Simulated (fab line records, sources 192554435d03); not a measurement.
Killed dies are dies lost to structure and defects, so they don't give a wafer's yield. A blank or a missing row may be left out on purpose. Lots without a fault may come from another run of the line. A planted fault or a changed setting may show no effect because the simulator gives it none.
A struck lot beside a sound one | flow n5_finfet | 16 steps out of a route of 1938
Sound: wafers L106.1, L106.2, L106.4. Struck: wafer L108.6. (L108.1 of the same lot was not struck and is left out.) The cause comes at the end.
At each step with rows: each side's tool, then ch and its chambers, then its first start. Under that, the readings that differ: sound wafers | struck wafers | difference of the means | sigmas: that difference in standard deviations of wafers without a fault.
alike: readings whose means differ by less than 2 such deviations, and words and numbers that are the same on both sides. not compared: withheld readings, readings that some wafer has no value for, bounds like >300 that may hide the same value, and numbers for which the record gives no deviation and whose values overlap.
The two part at a step that has a row with sigmas, a row that says differs or no value, or rows on one side only. Numbers that don't overlap but have no deviation are shown without sigmas and don't part them. A reading that every wafer of one side lacks parts them only if that side has two wafers or more.

N5_BEOL_M4_ETCH_41: etches SiCN in CH3F/O2, target depth 29.9 nm, time 52.5 s.
  sound on rie_diel-05 ch 0,1,2; struck on rie_diel-05 ch 3
  alike: drypump_motor_current_A, oes_product_au, rf_vpp_V, showerhead_plenum_p_Torr, throttle_valve_pct
  not compared: rf_hours_counter_h
N5_BEOL_M4_STRIP_97: strips in N2/H2, time 10 s.
  sound on rie_diel-05 ch 0,1,2; struck on rie_diel-05 ch 3
  alike: drypump_motor_current_A, h2_flow_sccm, oes_product_au, rf_vpp_V, showerhead_plenum_p_Torr, temp_c, throttle_valve_pct
  not compared: rf_hours_counter_h
N5_BEOL_M4_OCD_MEAS_38:
  sound on ocd-02, day 9 05:07; struck on ocd-02, day 9 23:01
  alike: trench_depth_nm
then, 4 steps without rows for these wafers: N5_BEOL_M4_HM_STRIP_39 (strips TiN in peroxide tin strip, target depth 25 nm, time 158 s); N5_BEOL_M4_SRD_40 (time 30 s); N5_BEOL_M4_PRECLEAN_42 (cleans in residue remover, time 60 s); N5_BEOL_M4_SRD_43 (time 30 s).
N5_BEOL_M4_CD_MEAS_35: target cd 18 nm, target cd y 22.4 nm.
  sound on cd_sem-02, day 9 05:16; struck on cd_sem-02, day 9 23:10
  alike: cd_nm
N5_BEOL_M4_DEGAS_44: time 60 s.
  sound on pvd_sputter-01, day 9 05:55; struck on pvd_sputter-01, day 9 23:33
  alike: heater_power_w
then, 1 step without rows for these wafers: N5_BEOL_M4_PRE_CLEAN_45 (time 30 s).
N5_BEOL_M4_ALD_84: deposits TaN, pulse time 2 s, purge time 3 s, co reactant purge time 2 s.
  sound on ald_metal-02 ch 0,1,2, day 9 06:02; struck on ald_metal-02 ch 2, day 9 23:49
  alike: heater_power_w, precursor_vessel_carrier_sccm, precursor_vessel_pressure_torr
N5_BEOL_M4_SURFACE_TREAT_85:
  sound on pvd_sputter-02, day 9 06:35; struck on pvd_sputter-02, day 10 00:02
  not compared: pressure_mtorr, throttle_valve_pct
N5_BEOL_M4_CVD_47: deposits Co from CCTBA/H2, target thk 3 nm, time 223.8 s.
  sound on cvd_co-01 ch 0,1,2, day 9 06:42; struck on cvd_co-01 ch 1, day 10 00:07
  reading          | sound             | struck | difference | sigmas
  run_length_s (s) | 246.8 245.9 246.1 | 199.5  | -46.8      | -74
then, 1 step without rows for these wafers: N5_BEOL_M4_SPUTTER_48 (material Cu, target thk 4.5 nm, time 8.29 s).
N5_BEOL_M4_RC_MEAS_101:
  sound on prober-02 ch 0, day 9 09:44; struck on prober-02 ch 0, day 10 03:08
  alike: DIBL_N, DIBL_P, IOFF_N, IOFF_P, ION_N, ION_P, SS_N, SS_P, VT_N, VT_P
-- the record jumps here: 4 days lie between the struck wafers' starts before and after (it left off in module BEOL_M4 and takes up again in module PASSIVATION, whose first step shown is number 1936 of the route) --
N5_PASSIVATION_PROBE_49:
  sound on prober-01, day 12 23:37; struck on prober-01, day 13 17:28
  reading               | sound       | struck | difference | sigmas
  killed_at_other       | 3 3 2       | 10     | +7         | +3
  killed_open           | 70 68 103   | 54     | -26        | -2
  killed_short          | 44 22 38    | 55     | +20        | +2
  sort_bin_6_memory (%) | 4.2 3.2 5.3 | 2.8    | -1.4       | -2
  alike: defect_limited_yield, killed_at_M0_to_M3, killed_at_M4_up, killed_at_contacts, killed_at_front_end, killed_dies, sort_bin_5_function, sort_n_pass, sort_yield_pct

WHERE THEY PART
First at N5_BEOL_M4_CVD_47; last, within this record, at N5_PASSIVATION_PROBE_49.

WHY: what the simulator had put in
Process parameter drift: cvd_co-01, from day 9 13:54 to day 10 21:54, at N5_BEOL_M4_CVD_47. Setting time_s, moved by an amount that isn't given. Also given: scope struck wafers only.
